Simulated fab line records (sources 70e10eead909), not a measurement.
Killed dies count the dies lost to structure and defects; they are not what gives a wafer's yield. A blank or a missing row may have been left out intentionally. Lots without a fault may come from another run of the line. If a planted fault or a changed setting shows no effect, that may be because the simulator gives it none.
fab line records	flow nandHarc
record lots=5	wafers=15	lastDay=33
route steps=1302 shown P_ZERO_WELL@68 P_STI@69 END@1302
lots with no fault: from the same line, run without faults
startH: the number of hours between the record's first day and the start of the first shown wafer of the lot	waitH: hours from the lot's prior step to this one	" as in the row above	L1.1+2: one row covering several wafers at once	- either no value or no given start	* or withheld: withheld	< > ~ a bound
route shown NAME@n: NAME is a module with steps in the file, n the number in the route of the first one	usual: the fault-free wafers' mean and standard deviation	same: alike in all rows	chamber/n: place in a boat	sites: the reading at each site	_std_site: their standard deviation	_edge_site: mean of outer sites minus mean of inner sites	radiusMm: how far each site lies from the wafer's centre	mask NAME#n: copy n	behind: the last tool/chamber to shape the wafer	hold: cause of the lot's hold/its duration in hours/its outcome	device: which transistor (n, p or np) failed to switch	end of line: the same wafers' tests at the end of the route	a step given without rows: its recipe and nothing more	killed: dies that structure and defects cost at the first sort, which is not the same as the wafer's yield	map: a wafer's dies, marking killed ones x, the rest . and places with no die _
set.NAME: setting as actually run; set.NAME@STEP: the setting as run at that earlier step	model.NAME: the simulator's own value behind a step, which no gauge read
a table for each step, a row for each wafer; lots at some steps of the route
services: when a tool's chamber went out of use (startH, in hours from the record's first day, below 0 if earlier), for how many hours, and the reason
## steps
# step NHARC_P_ZERO_WELL_INSPECT_43
# usual rawDefectCount=12/5.6
lot.wafer	tool	chamber	startH	waitH	rawDefectCount
L838.1	defectInspect-02	-	47.78	0.6	10
L838.3	"	-	"	"	12
L838.6	"	-	"	"	12
L844.3	defectInspect-01	-	109.88	0.4	9
L844.4	"	-	"	"	11
L844.5	"	-	"	"	8
L846.1	defectInspect-01	-	129.67	0.6	9
L846.3	"	-	"	"	9
L846.5	"	-	"	"	7
L853.2	defectInspect-01	-	197.49	0.5	13
L853.3	"	-	"	"	13
L853.6	"	-	"	"	10
L858.1	defectInspect-01	-	247.54	0.6	20
L858.4	"	-	"	"	25
L858.6	"	-	"	"	20
# step NHARC_P_STI_ETCH_26
# recipe targetDepthA=110	chemistry=dHF	material=SiO2
# step NHARC_P_STI_PRECLEAN_27
# recipe timeS=*	tempC=50	bathAgeMin=0	chemistry=SC1
# step NHARC_P_STI_SRD_28
# step NHARC_P_STI_OXIDE_29
# recipe targetThkA=100	tempC=900	oxTimeS=1362	material=SiO2
# step NHARC_P_STI_HM_DEP_30
# recipe targetThkA=800	tempC=790	pressureMtorr=300	timeS=873	material=Si3N4
# step NHARC_P_STI_DEHYDRATE_01
# recipe tempC=150	timeS=120
# step NHARC_P_STI_HMDS_02
# recipe timeS=30
# step NHARC_P_STI_COAT_41
# recipe tempC=200	timeS=65
# step NHARC_P_STI_COAT_03
# recipe spinRpm=2000	resistThkNm=600
# step NHARC_P_STI_SOFTBAKE_04
# recipe tempC=125	timeS=70
# step NHARC_P_STI_EBR_05
# step NHARC_P_STI_EXPOSE_06
# recipe na=0.55	targetCdNm=200	doseMj=37.69	maskId=P_STI
lot.wafer	tool	chamber	startH	waitH	mask
L838.1+3+6	krfScanner-04	0	62.24	-	P_STI#0
L844.3+4+5	krfScanner-02	0	124.47	-	P_STI_R1#0
L846.1+3+5	krfScanner-04	0	144.19	-	P_STI#0
L853.2+3+6	krfScanner-02	0	212.02	-	P_STI#0
L858.1+4+6	krfScanner-04	0	264.08	-	P_STI#0
# step NHARC_P_STI_PEB_07
# recipe pebTempC=128	pebTimeS=80
# step NHARC_P_STI_DEVELOP_08
# recipe timeS=50	devTempC=22
# step NHARC_P_STI_CD_MEAS_09
# recipe targetCdNm=200	landingEnergyEv=500
# usual cdNm=200.5/2.3
lot.wafer	tool	chamber	startH	waitH	cdNm
L838.1	cdSem-01	0	62.40	-	203.5
L838.3	"	0	"	"	204.5
L838.6	"	0	"	"	203.4
L844.3	cdSem-03	0	124.62	-	204.9
L844.4	"	0	"	"	206.1
L844.5	"	0	"	"	205.4
L846.1	cdSem-03	0	144.35	-	204.3
L846.3	"	0	"	"	204.1
L846.5	"	0	"	"	201.0
L853.2	cdSem-03	0	212.18	-	196.2
L853.3	"	0	"	"	198.3
L853.6	"	0	"	"	197.5
L858.1	cdSem-03	0	264.24	-	199.2
L858.4	"	0	"	"	200.2
L858.6	"	0	"	"	196.1
# step NHARC_P_STI_OVL_MEAS_10
# usual overlayXNm=0/5.2	overlayYNm=-1/7
lot.wafer	tool	chamber	startH	waitH	overlayXNm	overlayYNm
L838.1	overlay-02	-	62.48	-	-6	-1
L838.3	"	-	"	"	-6	-2
L838.6	"	-	"	"	-7	-2
L844.3	overlay-02	-	124.70	-	3	-10
L844.4	"	-	"	"	3	-10
L844.5	"	-	"	"	3	-9
L846.1	overlay-02	-	144.44	-	0	-12
L846.3	"	-	"	"	0	-12
L846.5	"	-	"	"	0	-12
L853.2	overlay-02	-	212.27	-	6	-1
L853.3	"	-	"	"	6	-1
L853.6	"	-	"	"	6	-2
L858.1	overlay-01	-	264.33	-	6	-7
L858.4	"	-	"	"	6	-8
L858.6	"	-	"	"	5	-8
# step NHARC_P_STI_INSPECT_11
# usual rawDefectCount=5.4/2.6
lot.wafer	tool	chamber	startH	waitH	rawDefectCount
L838.1	defectInspect-02	-	62.52	0.0	6
L838.3	"	-	"	"	3
L838.6	"	-	"	"	5
L844.3	defectInspect-02	-	124.74	0.0	7
L844.4	"	-	"	"	7
L844.5	"	-	"	"	5
L846.1	defectInspect-01	-	144.47	0.0	3
L846.3	"	-	"	"	7
L846.5	"	-	"	"	6
L853.2	defectInspect-01	-	212.30	0.0	5
L853.3	"	-	"	"	5
L853.6	"	-	"	"	5
L858.1	defectInspect-02	-	264.36	0.0	3
L858.4	"	-	"	"	7
L858.6	"	-	"	"	5
# step NHARC_P_STI_HARDBAKE_13
# recipe tempC=118	timeS=65
# step NHARC_P_STI_DESCUM_14
# recipe timeS=3	o2FlowSccm=200	arFlowSccm=0	biasPowerW=0	chemistry=O2
# usual drypumpMotorCurrentA=5.7/0.42	o2FlowSccm=199.9/0.58	oesProductAu=0.997/0.011	rfVppV=57.8/0.87	showerheadPlenumPTorr=1.93/0.096	throttleValvePct=11.312/0.009
# same timeS=3
lot.wafer	tool	chamber	startH	waitH	drypumpMotorCurrentA	o2FlowSccm	oesProductAu	rfHoursCounterH	rfVppV	showerheadPlenumPTorr	throttleValvePct	model.P_STI.cdNm
L838.1	rieDiel-02	1	62.66	-	5.2	200.0	0.992	0	57.0	2.00	11.306	203.1
L838.3	"	3	"	"	5.8	199.8	0.988	0	57.8	2.07	11.316	205
L838.6	"	1	"	"	5.2	200.1	1.007	-	58.3	2.00	11.314	203.7
L844.3	rieDiel-02	1	124.88	-	5.2	200.1	0.998	3	57.8	2.00	11.307	204.7
L844.4	"	3	"	"	5.8	199.8	0.984	3	58.7	2.07	11.321	206.8
L844.5	"	2	"	"	5.7	199.7	0.997	-	58.5	2.03	11.312	205.6
L846.1	rieDiel-13	2	144.61	-	5.0	199.7	1.008	9	57.0	1.82	11.318	204.3
L846.3	"	1	"	"	5.4	200.1	1.009	10	57.6	1.80	11.303	204.3
L846.5	"	3	"	"	6.2	200.0	1.000	-	58.5	1.79	11.314	201.2
L853.3	rieDiel-02	2	212.44	-	5.7	200.3	0.989	8	57.3	2.03	11.323	197.7
L853.2	"	3	"	"	5.8	200.0	0.988	8	59.7	2.06	11.296	197.1
L853.6	"	2	"	"	5.7	199.4	0.988	-	58.7	2.03	11.305	196.7
L858.1	rieDiel-07	1	264.51	-	5.9	199.2	1.022	12	57.7	1.85	11.313	199.1
L858.4	"	2	"	"	5.4	200.7	1.015	12	57.6	1.83	11.311	200.8
L858.6	"	0	"	"	6.0	199.9	0.996	-	57.8	1.94	11.304	195.2
# step NHARC_P_STI_ETCH_42
# recipe targetDepthA=800	overetchA=240	timeS=61	ionEnergyEv=200	n2FlowSccm=150	h2FlowSccm=150	arFlowSccm=0	rfW=400	biasW=150	chemistry=N2/H2
# usual drypumpMotorCurrentA=5.6/0.4	oesProductAu=0.997/0.011	rfVppV=430.8/3	showerheadPlenumPTorr=2.06/0.1	throttleValvePct=14.171/0.0098
# same timeS=61
lot.wafer	tool	chamber	startH	waitH	drypumpMotorCurrentA	oesProductAu	rfHoursCounterH	rfVppV	showerheadPlenumPTorr	throttleValvePct
L838.3	rieDiel-02	1	62.74	0.1	5.2	0.992	0	432.6	2.14	14.187
L838.1	"	0	"	"	5.1	0.979	0	433.0	2.15	14.169
L838.6	"	1	"	"	5.2	0.986	-	432.5	2.14	14.162
L844.3	rieDiel-02	1	124.96	0.1	5.2	0.990	3	433.5	2.14	14.171
L844.4	"	2	"	"	5.7	0.986	3	434.1	2.17	14.182
L844.5	"	1	"	"	5.2	0.992	-	433.0	2.14	14.155
L846.1	rieDiel-13	0	144.71	0.1	5.5	1.008	9	430.4	1.98	14.176
L846.3	"	1	"	"	5.4	0.996	10	426.4	1.92	14.168
L846.5	"	3	"	"	6.2	1.003	-	426.4	1.91	14.167
L853.2	rieDiel-02	0	212.52	0.1	5.1	0.993	8	433.5	2.15	14.180
L853.3	"	2	"	"	5.7	0.993	8	433.9	2.17	14.178
L853.6	"	0	"	"	5.1	0.989	-	432.9	2.15	14.195
L858.1	rieDiel-07	0	264.59	0.1	6.0	0.997	12	432.7	2.07	14.161
L858.4	"	2	"	"	5.4	1.001	12	427.9	1.95	14.180
L858.6	"	0	"	"	6.0	0.997	-	430.7	2.07	14.165
# step NHARC_P_STI_ETCH_31
# recipe targetDepthA=1089	timeS=54.5	cf4FlowSccm=100	chf3FlowSccm=30	arFlowSccm=0	rfW=500	biasW=200	chemistry=CF4/CHF3
# usual drypumpMotorCurrentA=5.6/0.41	oesProductAu=0.955/0.019	rfVppV=371.0/2.5	showerheadPlenumPTorr=1.58/0.073	throttleValvePct=16.802/0.0096
# same timeS=54.5
lot.wafer	tool	chamber	startH	waitH	drypumpMotorCurrentA	oesProductAu	rfHoursCounterH	rfVppV	showerheadPlenumPTorr	throttleValvePct
L838.3	rieDiel-02	2	-	-	5.7	0.970	0	374.6	1.67	16.799
L838.1	"	0	"	"	5.1	0.948	0	373.0	1.65	16.812
L838.6	"	1	"	"	5.2	0.956	-	371.6	1.64	16.814
L844.4	rieDiel-02	2	-	-	5.7	0.936	3	373.7	1.67	16.817
L844.3	"	1	"	"	5.2	0.933	3	372.7	1.64	16.799
L844.5	"	2	"	"	5.7	0.938	-	374.2	1.67	16.790
L846.1	rieDiel-13	2	-	-	5.0	0.936	9	367.3	1.50	16.806
L846.3	"	0	"	"	5.5	0.931	9	369.3	1.53	16.807
L846.5	"	3	"	"	6.2	0.925	-	367.0	1.48	16.798
L853.3	rieDiel-02	2	-	-	5.7	0.944	8	374.0	1.67	16.778
L853.2	"	3	"	"	5.8	0.951	8	374.2	1.69	16.793
L853.6	"	1	"	"	5.2	0.973	-	372.8	1.64	16.804
L858.1	rieDiel-07	1	-	-	5.9	0.988	12	369.7	1.53	16.801
L858.4	"	2	"	"	5.3	0.986	12	369.9	1.51	16.819
L858.6	"	1	"	"	5.9	0.986	-	367.7	1.53	16.812
# step NHARC_P_STI_ETCH_15
# recipe targetDepthA=3000	taperDeg=4	timeS=100.1	hbrFlowSccm=150	cl2FlowSccm=50	rfW=400	icpW=400	biasW=100	chemistry=HBr/Cl2
# usual drypumpMotorCurrentA=5.8/0.49	oesProductAu=0.997/0.0097	throttleValvePct=26.406/0.0095
# same timeS=100.1
lot.wafer	tool	chamber	startH	waitH	drypumpMotorCurrentA	oesProductAu	rfHoursCounterH	throttleValvePct	model.P_STI.cdNm
L838.1	rieSi-02	2	62.96	-	6.2	0.986	0.7	26.405	201.5
L838.3	"	3	"	"	5.6	0.999	1.0	26.416	204.9
L838.6	"	1	"	"	5.5	0.999	-	26.404	203.4
L844.4	rieSi-03	0	125.15	-	6.5	0.995	0.4	26.400	207.6
L844.3	"	2	"	"	5.7	0.999	0.4	26.396	204
L844.5	"	1	"	"	6.1	1.000	-	26.401	206.1
L846.1	rieSi-02	1	144.90	-	5.5	1.004	0.3	26.411	204.8
L846.3	"	3	"	"	5.6	1.005	0.2	26.413	202.9
L846.5	"	0	"	"	4.9	0.990	-	26.418	198.9
L853.3	rieSi-03	2	212.73	-	5.7	0.986	0.9	26.412	198.9
L853.2	"	0	"	"	6.4	0.986	1.0	26.402	195.9
L853.6	"	2	"	"	5.7	0.996	-	26.401	196.1
L858.1	rieSi-04	0	264.80	-	6.4	1.013	0.6	26.399	200.2
L858.4	"	1	"	"	5.3	0.993	0.6	26.393	201
L858.6	"	2	"	"	6.5	1.004	-	26.407	196.1
# step NHARC_P_STI_CD_MEAS_16
# usual cdNm=200.3/2.5
lot.wafer	tool	chamber	startH	waitH	cdNm
L838.1	cdSem-02	-	63.09	-	201.5
L838.3	"	-	"	"	204.9
L838.6	"	-	"	"	203.6
L844.3	cdSem-03	-	125.32	-	204.2
L844.4	"	-	"	"	207.4
L844.5	"	-	"	"	206.0
L846.1	cdSem-01	-	145.04	-	204.4
L846.3	"	-	"	"	202.8
L846.5	"	-	"	"	199.4
L853.2	cdSem-03	-	212.88	-	195.9
L853.3	"	-	"	"	198.8
L853.6	"	-	"	"	196.0
L858.1	cdSem-03	-	264.93	-	200.3
L858.4	"	-	"	"	201.3
L858.6	"	-	"	"	195.9
# step NHARC_END_SORT_01
# recipe tempC=25
# usual killedAtArray=62/22	killedAtOther=1.0/1.4	killedAtPeriphery=4.2/2.8	killedDies=67/23	killedOpen=3.1/1.7	killedShort=2.1/1.5
# same grossDies=677
lot.wafer	tool	chamber	startH	waitH	killedAtArray	killedAtOther	killedAtPeriphery	killedDies	killedOpen	killedShort
L844.3	prober-02	0	655.49	3.1	86	1	3	90	3	1
L844.4	prober-02	0	656.29	3.4	88	1	2	91	2	4
L844.5	prober-02	0	657.08	3.7	82	2	3	87	0	3
# killed by level:class
L844.3 A_SLIT:chamberFilmFlake=28 A_CHANNEL_HOLE_D1:chamberFilmFlake=28 A_CHANNEL_HOLE_D2:chamberFilmFlake=20 A_CONTACT:chamberFilmFlake=4 A_CHANNEL_FILL_D2:chamberFilmFlake=2 A_WL_FILL:chamberFilmFlake=2 P_M0:geometricParticle:open=1 P_M2:geometricParticle:open=1
L844.4 A_SLIT:chamberFilmFlake=32 A_CHANNEL_HOLE_D1:chamberFilmFlake=29 A_CHANNEL_HOLE_D2:chamberFilmFlake=14 A_CONTACT:chamberFilmFlake=5 P_ZERO_WELL:chamberFilmFlake=2 A_CHANNEL_HOLE_D1:geometricParticle:open=1 A_ONON_D2:geometricParticle:short=1 A_CHANNEL_FILL_D2:geometricParticle:short=1
L844.5 A_SLIT:chamberFilmFlake=31 A_CHANNEL_HOLE_D1:chamberFilmFlake=29 A_CHANNEL_HOLE_D2:chamberFilmFlake=10 A_CONTACT:chamberFilmFlake=7 P_ZERO_WELL:chamberFilmFlake=2 THIN_TSV:chamberFilmFlake=2 P_STI:geometricParticle:short=1 A_ONON_D1:geometricParticle:short=1
## services
tool	chamber	startH	hours	kind
rieDiel-02	-	39.76	9.0	pm
rieDiel-02	0	39.76	9.0	ventCycle
rieSi-03	-	44.00	9.0	pm
rieDiel-13	-	73.95	1.9	repair
rieSi-03	-	77.70	2.8	repair
krfScanner-02	-	94.00	4.0	pm
rieSi-02	-	100.00	9.0	pm
rieDiel-13	-	101.50	1.2	repair
rieSi-02	3	117.21	3.1	repair
rieDiel-07	-	117.41	9.0	pm
rieSi-03	2	126.11	9.4	repair
rieDiel-13	-	165.00	9.0	pm
rieSi-04	-	165.00	9.0	pm
rieDiel-02	-	169.92	1.4	repair
krfScanner-04	-	182.00	4.0	pm
krfScanner-02	-	185.63	1.2	repair
rieDiel-02	-	190.05	2.5	repair
rieDiel-07	3	191.34	11.0	repair
krfScanner-02	-	216.34	0.6	repair
rieDiel-02	-	216.76	9.0	pm
rieSi-03	-	221.00	9.0	pm
rieDiel-07	1	246.76	2.4	repair
rieSi-03	0	254.26	8.8	repair
rieDiel-02	2	260.50	6.4	repair
## key
firstSign step=NHARC_P_STI_EXPOSE_06	reading=mask	direction=changed
effect step=NHARC_P_STI_CD_MEAS_09	reading=cdNm	direction=up	sigmas=2.1	usual=200.5	struck=205.4
effect step=NHARC_P_STI_CD_MEAS_16	reading=cdNm	direction=up	sigmas=2.3	usual=200.3	struck=205.9
modelEffect step=NHARC_P_STI_DESCUM_14	value=P_STI.cdNm	without=201.1	struck=205.7
modelEffect step=NHARC_P_STI_ETCH_15	value=P_STI.cdNm	without=202.2	struck=206.8
metAt NHARC_P_STI_EXPOSE_06
struckWafers L844.3,L844.4,L844.5
testerLeftOut L844
fault kind=wrongMask	tool=any	chamber=-	onsetH=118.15	steps=NHARC_P_STI_EXPOSE_06	auxCopy=P_STI_R1#0	cdOffsetNm=4.5892	scope=struckLotsOnly
# testerLeftOut: of these lots the tester's yield and bins aren't shown, on N5 and GAA mostly nor the transistor test; their killed dies are dies lost to structure and defects alone, not to doping, threshold or leakage, so they don't give the yield
